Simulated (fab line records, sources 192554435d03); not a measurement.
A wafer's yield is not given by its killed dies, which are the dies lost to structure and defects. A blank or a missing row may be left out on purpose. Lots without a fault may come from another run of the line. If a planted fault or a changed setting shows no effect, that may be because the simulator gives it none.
fab line records | flow n5-finfet
record: lots: 5 wafers: 14 last-day: 17
route steps=1938 shown BEOL_M3@938 BEOL_M4@1111
lots untouched by any fault: they come from a run of this same line in which no faults occurred
start-h: hours from the record's opening day to when the first of the lot's shown wafers began | wait-h: how many hours have passed since the lot's step before this one | " unchanged from the row above | L1.1+2: one row covering several wafers at once | - either no value or no given start | * or withheld: withheld | < > ~ a bound
route shown NAME@n: names a module that has steps shown in the file, with the first one's number in the route | usual: mean/standard deviation of fault-free wafers | same: alike in all rows | chamber/n: place in a boat | sites: readings site by site | _std_site: standard deviation across them | _edge_site: the outer-site mean with the inner-site mean subtracted | radius-mm: for every site, how far away it sits from the centre of the wafer | mask NAME#n: copy n | behind: the tool/chamber that last shaped the wafer | hold: what put the lot on hold/how long, in hours/how the hold closed | device: whichever transistor did not switch (one of n, p or np) | end of line: tests run on the same wafers once the route is complete | a step given without rows: its recipe and nothing more | killed: count of dies lost to structure and defects at first sort (not the wafer's yield) | map: shows each die of a wafer: x if killed, . if not, _ if none is there
set.NAME: the setting as run; set.NAME@STEP: as run at that earlier step | model.NAME: the simulator's own value behind a step, which no gauge read
a table for each step, a row for each wafer; lots at some steps of the route
services: when a tool's chamber went out of use (start-h, in hours from the record's first day, below 0 if earlier), for how many hours, and the reason
== steps ==
step: N5_BEOL_M3_COAT_05
recipe: resist: CAR-EUV spin-rpm: 1500 resist-thk-nm: 30
step: N5_BEOL_M3_EBR_07
recipe: solvent: PGMEA ebr-width-mm: 1.5
step: N5_BEOL_M3_SOFTBAKE_06
recipe: temp-c: 110 time-s: 60 resist: CAR-EUV
step: N5_BEOL_M3_EXPOSE_08
recipe: mask-id: M3 na: 0.33 source-shape: dipole sigma-inner: 0.369 sigma-outer: 0.767 polarization: unpolarized dose-mj: 33
step: N5_BEOL_M3_PEB_09
recipe: peb-temp-c: 100 peb-time-s: 60 resist: CAR-EUV
step: N5_BEOL_M3_DEVELOP_10
recipe: develop-time-s: 30 developer: TMAH resist: CAR-EUV rinse-liquid: surfactant-rinse dry: air-spin dev-temp-c: 23
step: N5_BEOL_M3_CD_MEAS_11
recipe: target-cd-nm: 17.05 landing-energy-ev: 500 detector: se-inlens polarity: opening
usual: cd-nm: 17.09/0.24
columns lot.wafer tool chamber start-h wait-h cd-nm
L189.2 cd-sem-03 0 180.52 - 17.13
L189.4 " 0 " " 16.93
L189.6 " 0 " " 17.06
L193.1 cd-sem-02 0 193.37 - 17.24
L193.2 " 0 " " 16.91
L193.6 " 0 " " 17.40
L194.3 cd-sem-03 0 206.64 - 17.21
L194.4 " 0 " " 17.13
L194.6 " 0 " " 17.25
L200.3 cd-sem-02 0 247.82 - 16.78
L200.5 " 0 " " 16.75
L206.2 cd-sem-01 0 281.19 - 17.07
L206.3 " 0 " " 17.11
L206.6 " 0 " " 17.13
step: N5_BEOL_M3_OVL_MEAS_12
recipe: points-per-wafer: 522
usual: M3_OVL: -0.1/0.61
columns lot.wafer tool chamber start-h wait-h M3_OVL[nm]
L189.2 overlay-01 0 180.56 0.0 0.2
L189.4 " 0 " " -0.2
L189.6 " 0 " " 0.2
L193.1 overlay-02 0 193.40 0.0 0.1
L193.2 " 0 " " -0.2
L193.6 " 0 " " 0.4
L194.3 overlay-01 0 206.68 0.0 0.2
L194.4 " 0 " " 0.1
L194.6 " 0 " " -0.8
L200.3 overlay-01 0 247.86 0.0 -1.1
L200.5 " 0 " " -0.8
L206.2 overlay-02 0 281.22 0.0 0.5
L206.3 " 0 " " 0.4
L206.6 " 0 " " 0.8
step: N5_BEOL_M3_INSPECT_13
recipe: mode: adi inspect-instrument: brightfield
usual: raw-defect-count: 394/85
columns lot.wafer tool chamber start-h wait-h raw-defect-count
L189.2 defect-inspect-02 - 180.61 0.0 451
L189.4 " - " " 279
L189.6 " - " " 317
L193.1 defect-inspect-02 - 193.46 0.1 343
L193.2 " - " " 279
L193.6 " - " " 394
L194.3 defect-inspect-02 - 206.73 0.0 403
L194.4 " - " " 478
L194.6 " - " " 425
L200.3 defect-inspect-01 - 247.91 0.0 312
L200.5 " - " " 359
L206.2 defect-inspect-01 - 281.27 0.0 343
L206.3 " - " " 412
L206.6 " - " " 233
step: N5_BEOL_M3_DESCUM_16
recipe: chemistry: O2 time-s: 7 source-power-w: 50 bias-power-w: 20 pressure-mtorr: 20 rf-frequency-hz: 2.712e+07 temp-c: 40 resist: CAR-EUV o2-flow-sccm: 225
usual: bias-power-w: 20.00/0.061 drypump-motor-current-A: 5.8/0.5 oes-product-au: 0.79/0.078 rf-vpp-V: 243.7/1.2 showerhead-plenum-p-Torr: 2.12/0.066 throttle-valve-pct: 20.4/0.36
columns lot.wafer tool chamber start-h wait-h bias-power-w drypump-motor-current-A oes-product-au rf-hours-counter-h rf-vpp-V showerhead-plenum-p-Torr throttle-valve-pct
L189.2 rie-diel-03 0 180.65 0.0 19.96 5.9 0.76 162 243.1 2.09 20.4
L189.4 " 3 " " 20.07 5.6 0.87 - 244.3 2.23 20.2
L189.6 " 0 " " 20.04 5.9 0.76 - 243.0 2.09 20.4
L193.1 rie-diel-04 0 193.50 0.0 20.04 5.6 0.71 187 242.4 2.08 20.8
L193.2 " 1 " " 19.95 6.3 0.73 194 245.3 2.16 20.1
L193.6 " 1 " " 19.99 6.3 0.73 - 244.5 2.16 20.1
L194.3 rie-diel-02 2 206.76 0.0 20.00 6.6 0.89 31 243.8 2.12 19.8
L194.4 " 3 " " 20.08 6.6 0.90 37 246.0 2.22 20.3
L194.6 " 0 " " 19.97 5.1 0.70 - 243.8 2.06 20.8
L200.3 rie-diel-02 3 247.94 0.0 19.86 6.6 0.88 49 244.8 2.21 20.3
L200.5 " 3 " " 19.88 6.6 0.89 - 245.4 2.21 20.3
L206.2 rie-diel-03 0 281.31 0.0 19.97 5.9 0.74 191 243.0 2.08 20.5
L206.3 " 2 " " 20.11 5.0 0.77 132 244.2 2.11 20.7
L206.6 " 2 " " 20.04 5.1 0.77 - 243.9 2.11 20.7
step: N5_BEOL_M3_ETCH_74
recipe: chemistry: N2/H2 target: underlayer target-depth-a: 65 mask-material: CAR-EUV time-s: 5.2 ion-energy-ev: 200 pressure-mtorr: 30 source-w: 840 bias-w: 150 n2-flow-sccm: 200 h2-flow-sccm: 200 ends: cleared
usual: drypump-motor-current-A: 5.8/0.5 etch-rf-on-time-s: 5.20/0.11 n2-flow-sccm: 200.0/0.57 oes-product-au: 0.67/0.068 rf-vpp-V: 524.9/2.5 showerhead-plenum-p-Torr: 2.58/0.082 throttle-valve-pct: 17.81/0.25
columns lot.wafer tool chamber start-h wait-h drypump-motor-current-A etch-rf-on-time-s n2-flow-sccm oes-product-au rf-hours-counter-h rf-vpp-V showerhead-plenum-p-Torr throttle-valve-pct
L189.2 rie-diel-03 0 180.68 0.0 5.9 5.31 199.8 0.64 162 524.3 2.54 17.89
L189.4 " 3 " " 5.7 5.24 199.9 0.75 - 527.8 2.70 17.57
L189.6 " 0 " " 5.9 5.33 200.5 0.64 - 523.3 2.54 17.91
L193.1 rie-diel-04 0 193.53 0.0 5.6 5.26 199.7 0.61 187 525.6 2.51 18.05
L193.2 " 1 " " 6.3 5.27 199.8 0.62 194 527.7 2.64 17.57
L193.6 " 1 " " 6.3 5.27 200.1 0.61 - 527.0 2.64 17.55
L194.3 rie-diel-02 2 206.80 0.0 6.7 5.20 200.2 0.75 31 525.1 2.61 17.56
L194.4 " 3 " " 6.6 5.11 200.5 0.78 37 529.2 2.71 17.71
L194.6 " 0 " " 5.1 5.24 200.1 0.60 - 525.4 2.51 18.21
L200.3 rie-diel-02 3 247.97 0.0 6.6 5.05 200.5 0.77 49 529.1 2.70 17.74
L200.5 " 3 " " 6.6 5.11 200.2 0.75 - 528.9 2.70 17.76
L206.2 rie-diel-03 0 281.34 0.0 5.9 5.31 199.6 0.62 191 522.6 2.53 17.98
L206.3 " 2 " " 5.0 5.37 199.7 0.66 132 525.5 2.54 17.88
L206.6 " 2 " " 5.0 5.37 200.5 0.65 - 524.4 2.53 17.88
step: N5_BEOL_M3_ETCH_63
recipe: chemistry: CF4 target: SiARC target-depth-a: 156 mask-material: CAR-EUV time-s: 26 ion-energy-ev: 80 pressure-mtorr: 40 source-w: 545 bias-w: 36 Ar_flow_sccm: 100 cf4-flow-sccm: 100 ends: cleared
usual: drypump-motor-current-A: 5.8/0.5 etch-rf-on-time-s: 26.1/0.53 oes-product-au: 0.67/0.069 rf-vpp-V: 184.4/1.1 showerhead-plenum-p-Torr: 2.17/0.062 throttle-valve-pct: 15.6/0.31
columns lot.wafer tool chamber start-h wait-h drypump-motor-current-A etch-rf-on-time-s oes-product-au rf-hours-counter-h rf-vpp-V showerhead-plenum-p-Torr throttle-valve-pct
L189.2 rie-diel-03 0 180.70 0.0 5.9 26.9 0.64 162 182.7 2.14 15.6
L189.4 " 3 " " 5.7 26.0 0.76 - 185.3 2.27 15.3
L189.6 " 0 " " 5.9 26.8 0.64 - 183.4 2.14 15.6
L193.1 rie-diel-04 0 193.55 0.0 5.6 26.6 0.61 187 183.6 2.13 16.0
L193.2 " 1 " " 6.3 26.6 0.62 194 185.1 2.21 15.4
L193.6 " 1 " " 6.3 26.5 0.62 - 184.4 2.21 15.4
L194.3 rie-diel-02 2 206.81 0.0 6.6 25.9 0.75 31 185.4 2.19 15.1
L194.4 " 3 " " 6.6 25.7 0.77 37 185.7 2.26 15.4
L194.6 " 0 " " 5.1 26.1 0.59 - 183.6 2.11 15.9
L200.3 rie-diel-02 3 247.99 0.0 6.6 25.9 0.75 49 184.3 2.26 15.5
L200.5 " 3 " " 6.5 25.8 0.75 - 185.9 2.26 15.5
L206.2 rie-diel-03 0 281.36 0.0 5.9 26.6 0.62 191 183.4 2.13 15.7
L206.3 " 2 " " 5.0 26.8 0.66 132 184.2 2.14 15.8
L206.6 " 2 " " 5.0 26.4 0.66 - 183.1 2.14 15.8
step: N5_BEOL_M3_ETCH_64
recipe: chemistry: N2/H2 target: SOC target-depth-a: 750 overetch-a: 150 mask-material: SiARC temp-c: 40 time-s: 112.5 ion-energy-ev: 200 pressure-mtorr: 30 source-w: 840 bias-w: 150 n2-flow-sccm: 200 h2-flow-sccm: 200
usual: drypump-motor-current-A: 5.8/0.5 n2-flow-sccm: 200.0/0.56 oes-product-au: 0.62/0.058 rf-vpp-V: 524.9/2.3 showerhead-plenum-p-Torr: 2.58/0.082 throttle-valve-pct: 17.77/0.25
columns lot.wafer tool chamber start-h wait-h drypump-motor-current-A n2-flow-sccm oes-product-au rf-hours-counter-h rf-vpp-V showerhead-plenum-p-Torr throttle-valve-pct model.SiARC_of_BEOL_M3_COAT_62.thk-nm model.BEOL_M3.cd-offset-nm
L189.2 rie-diel-03 0 180.72 0.0 5.9 199.4 0.60 163 523.9 2.54 17.88 7.2 -0.2
L189.4 " 3 " " 5.7 200.1 0.71 - 530.2 2.70 17.52 7 0
L189.6 " 0 " " 5.9 199.3 0.61 - 524.3 2.54 17.88 7.2 0
L193.1 rie-diel-04 0 193.58 0.0 5.6 200.9 0.58 187 524.2 2.51 18.01 6.8 0.4
L193.2 " 1 " " 6.3 200.0 0.58 194 527.5 2.64 17.55 6.8 0.2
L193.6 " 1 " " 6.3 200.1 0.59 - 524.8 2.64 17.54 7 0.4
L194.3 rie-diel-02 2 206.84 0.0 6.6 200.1 0.70 31 524.3 2.61 17.52 6.8 0.2
L194.4 " 3 " " 6.6 199.9 0.72 37 527.5 2.71 17.71 6.8 0.2
L194.6 " 0 " " 5.1 200.0 0.55 - 523.6 2.51 18.19 6.8 0.4
L200.3 rie-diel-02 3 248.02 0.0 6.6 200.1 0.69 49 526.3 2.70 17.73 8 -0.4
L200.5 " 3 " " 6.6 199.2 0.70 - 526.9 2.70 17.71 6.8 0
L206.2 rie-diel-03 0 281.39 0.0 5.9 200.6 0.58 191 522.2 2.53 17.92 7 -0.2
L206.3 " 2 " " 5.0 200.4 0.61 132 524.8 2.53 17.86 7 -0.2
L206.6 " 2 " " 5.0 199.7 0.61 - 523.3 2.53 17.85 7 -0.2
step: N5_BEOL_M3_STRIP_65
recipe: chemistry: N2/H2 temp-c: 40 n2-flow-sccm: 200 h2-flow-sccm: 200 rf-frequency-hz: 6e+07
step: N5_BEOL_M3_STRIP_75
recipe: chemistry: N2/H2 temp-c: 40 n2-flow-sccm: 200 h2-flow-sccm: 200 rf-frequency-hz: 6e+07
step: N5_BEOL_M3_STRIP_66
recipe: chemistry: CF4 resist: SiARC power-w: 300 bias-power-w: 75 pressure-mtorr: 50 cf4-flow-sccm: 150 rf-frequency-hz: 6e+07
usual: bias-power-w: 74.98/0.22 drypump-motor-current-A: 5.8/0.5 oes-product-au: 0.78/0.073 rf-vpp-V: 271.6/1.4 showerhead-plenum-p-Torr: 1.82/0.052 throttle-valve-pct: 13.5/0.3
columns lot.wafer tool chamber start-h wait-h bias-power-w drypump-motor-current-A oes-product-au rf-hours-counter-h rf-vpp-V showerhead-plenum-p-Torr throttle-valve-pct
L189.2 rie-diel-03 0 180.85 0.0 75.20 5.9 0.76 163 271.1 1.79 13.6
L189.4 " 3 " " 75.36 5.6 0.88 - 273.1 1.90 13.2
L189.6 " 0 " " 74.93 5.9 0.75 - 271.1 1.79 13.6
L193.1 rie-diel-04 0 193.70 0.0 74.97 5.6 0.71 187 271.0 1.77 13.9
L193.2 " 1 " " 74.63 6.3 0.73 194 273.4 1.85 13.4
L193.6 " 1 " " 75.01 6.3 0.73 - 272.4 1.85 13.4
L194.3 rie-diel-02 2 206.97 0.0 75.08 6.6 0.87 31 271.8 1.84 13.1
L194.4 " 3 " " 75.31 6.6 0.88 37 274.0 1.89 13.4
L194.6 " 0 " " 75.82 5.1 0.69 - 272.0 1.76 13.9
L200.3 rie-diel-02 3 248.14 0.0 74.90 6.6 0.87 49 273.0 1.88 13.4
L200.5 " 3 " " 74.80 6.6 0.87 - 271.9 1.88 13.4
L206.2 rie-diel-03 0 281.51 0.0 75.05 5.9 0.73 191 270.9 1.78 13.7
L206.3 " 2 " " 74.71 5.0 0.77 132 269.5 1.80 13.8
L206.6 " 2 " " 74.88 5.0 0.77 - 270.8 1.80 13.7
step: N5_BEOL_M3_HM_OPEN_17
recipe: chemistry: Cl2/BCl3 target-depth-a: 200 overetch-a: 60 target: TiN mask-material: SOC ion-energy-ev: 150 pressure-mtorr: 10 icp-w: 1000 bias-w: 126 Cl2_flow_sccm: 53.25 bcl3-flow-sccm: 21.75 Ar_flow_sccm: 25
usual: drypump-motor-current-A: 5.3/0.32 oes_ar_750_au: 0.82/0.11 oes-product-au: 0.70/0.094 throttle-valve-pct: 22.2/0.32
columns lot.wafer tool chamber start-h wait-h drypump-motor-current-A oes_ar_750_au oes-product-au rf-hours-counter-h throttle-valve-pct model.BEOL_M3.cd-offset-nm
L189.2 rie-metal-03 1 180.89 0.0 4.9 0.96 0.84 2 22.5 -0.2
L189.4 " 0 " " 5.4 0.73 0.62 - 22.4 0.2
L189.6 " 1 " " 4.9 0.96 0.83 - 22.5 -0.2
L193.1 rie-metal-02 1 193.75 0.0 5.0 0.95 0.81 6 22.4 0.6
L193.2 " 0 " " 5.6 0.87 0.72 19 21.6 0.4
L193.6 " 0 " " 5.6 0.87 0.72 - 21.6 0.4
L194.3 rie-metal-02 0 207.04 0.1 5.6 0.87 0.73 - 21.6 0.2
L194.4 " 1 " " 5.0 0.96 0.82 - 22.4 0.2
L194.6 " 1 " " 5.0 0.95 0.81 - 22.4 0.4
L200.3 rie-metal-03 1 248.22 0.1 4.9 0.90 0.78 - 22.5 -0.4
L200.5 " 1 " " 4.9 0.90 0.78 - 22.5 0
L206.2 rie-metal-03 1 281.55 0.0 4.9 0.89 0.78 12 22.5 -0.2
L206.3 " 1 " " 4.9 0.88 0.78 - 22.5 -0.2
L206.6 " 1 " " 4.9 0.89 0.77 - 22.5 -0.2
step: N5_BEOL_M3_STRIP_19
recipe: chemistry: O2 power-w: 400 temp-c: 40 pressure-mtorr: 30 rf-frequency-hz: 6e+07 bias-power-w: 0 overash-fraction: 0.2 o2-flow-sccm: 225
usual: drypump-motor-current-A: 5.8/0.55 oes-product-au: 0.80/0.084 rf-vpp-V: 3.6/0.47 showerhead-plenum-p-Torr: 2.12/0.063 throttle-valve-pct: 16.5/0.36
same: bias-power-w: 0
columns lot.wafer tool chamber start-h wait-h drypump-motor-current-A oes-product-au rf-hours-counter-h rf-vpp-V showerhead-plenum-p-Torr throttle-valve-pct
L189.2 rie-diel-02 3 181.03 0.1 6.6 0.91 29 3.4 2.22 16.5
L189.4 " 1 " " 5.4 0.85 62 4.0 2.10 16.2
L189.6 " 2 " " 6.6 0.92 - 3.7 2.12 16.0
L193.1 rie-diel-03 0 193.87 0.1 5.9 0.75 167 3.7 2.09 16.7
L193.2 " 3 " " 5.7 0.87 39 2.9 2.23 16.4
L193.6 " 0 " " 5.9 0.75 - 3.4 2.09 16.7
L194.3 rie-diel-02 0 207.12 0.1 5.1 0.70 208 3.6 2.07 17.0
L194.4 " 1 " " 5.4 0.84 71 3.7 2.10 16.2
L194.6 " 1 " " 5.4 0.83 - 4.9 2.10 16.2
L200.3 rie-diel-04 2 248.30 0.1 5.7 0.71 174 3.0 2.19 17.1
L200.5 " 2 " " 5.7 0.72 - 3.8 2.19 17.1
L206.2 rie-diel-02 3 281.67 0.1 6.5 0.87 59 3.9 2.21 16.5
L206.3 " 2 " " 6.6 0.86 53 2.8 2.11 16.1
L206.6 " 3 " " 6.5 0.88 - 3.0 2.21 16.6
step: N5_BEOL_M4_RC_MEAS_101
usual: DIBL_N: 35.9/1.4 DIBL_P: 35.9/1.7 IOFF_N: 0.160/0.026 IOFF_P: 0.21/0.036 ION_N: 672/11 ION_P: 461/8.1 SS_N: 71.4/0.54 SS_P: 73.2/0.67 VT_N: 249.3/2.7 VT_P: -250/3.9
columns lot.wafer tool chamber start-h wait-h DIBL_N[mV/V] DIBL_P[mV/V] IOFF_N[nA/um] IOFF_P[nA/um] ION_N[uA/um] ION_P[uA/um] SS_N[mV/dec] SS_P[mV/dec] VT_N[mV] VT_P[mV]
L189.2 prober-01 0 206.68 0.2 37.3 36.4 0.173 0.21 675 459 72.2 73.3 249.2 -253
L189.4 " 0 " " 37.3 36.9 0.181 0.22 679 463 72.2 73.5 247.8 -251
L189.6 " 0 " " 35.6 33.8 0.142 0.17 659 450 71.8 73.5 253.4 -256
L193.1 prober-02 0 221.02 0.0 35.1 33.8 0.134 0.17 663 457 71.3 72.8 250.4 -255
L193.2 " 0 " " 34.6 33.7 0.127 0.18 668 459 70.5 72.7 252.8 -251
L193.6 " 0 " " 37.1 36.7 0.169 0.23 677 460 71.7 72.7 246.9 -247
L194.3 prober-02 0 230.48 0.3 35.7 36.4 0.153 0.22 670 466 71.3 72.6 251.4 -249
L194.4 " 0 " " 38.3 38.4 0.190 0.25 676 466 71.0 73.7 246.9 -247
L194.6 " 0 " " 33.0 33.0 0.111 0.16 655 455 70.1 71.9 256.8 -255
L200.3 prober-01 0 266.15 0.3 36.5 33.9 0.162 0.19 663 448 72.6 72.6 252.6 -253
L200.5 " 0 " " 36.2 34.7 0.167 0.20 662 455 71.4 73.5 249.7 -250
L206.2 prober-01 0 309.85 0.2 34.5 35.1 0.159 0.19 681 463 71.0 73.0 249.1 -252
L206.3 " 0 " " 35.1 37.1 0.174 0.22 690 470 71.7 73.1 246.4 -252
L206.6 " 0 " " 34.4 35.6 0.158 0.20 682 466 71.4 72.7 248.8 -251
== services ==
columns tool chamber start-h hours kind
rie-diel-03 - 163.99 0.5 repair
rie-diel-03 2 175.88 5.3 repair
rie-diel-04 3 179.20 - clean
rie-diel-04 3 179.20 - consumable-replace:focus-ring
rie-diel-04 3 179.20 17.8 scheduled-down
rie-diel-04 3 179.20 17.8 vent-cycle
rie-diel-02 3 190.09 4.6 repair
rie-metal-03 0 234.74 7.5 repair
rie-diel-03 0 236.50 2.5 repair
rie-diel-04 1 264.02 3.2 repair
rie-diel-02 1 266.25 1.6 repair
== key ==
first-sign none at tools or gauges
model-effect: step: N5_BEOL_M3_ETCH_64 value: SiARC_of_BEOL_M3_COAT_62.thk-nm without: 6.8 struck: 8
model-effect: step: N5_BEOL_M3_HM_OPEN_17 value: BEOL_M3.cd-offset-nm without: 0.2 struck: -0.4
met-at N5_BEOL_M3_ETCH_64
struck-wafers L200.3
sort-left-out L200.3
onset-between 206.84 248.02
fault: kind: process-parameter-drift tool: rie-diel-02 chamber: - onset-h: 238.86 steps: N5_BEOL_M3_ETCH_64 channel: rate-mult offset: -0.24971 shape: step end-h: 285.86 scope: struck-wafers-only
sort-left-out: the simulated sort isn't trusted on such a fault, so these wafers' sort isn't shown, and their yield isn't known
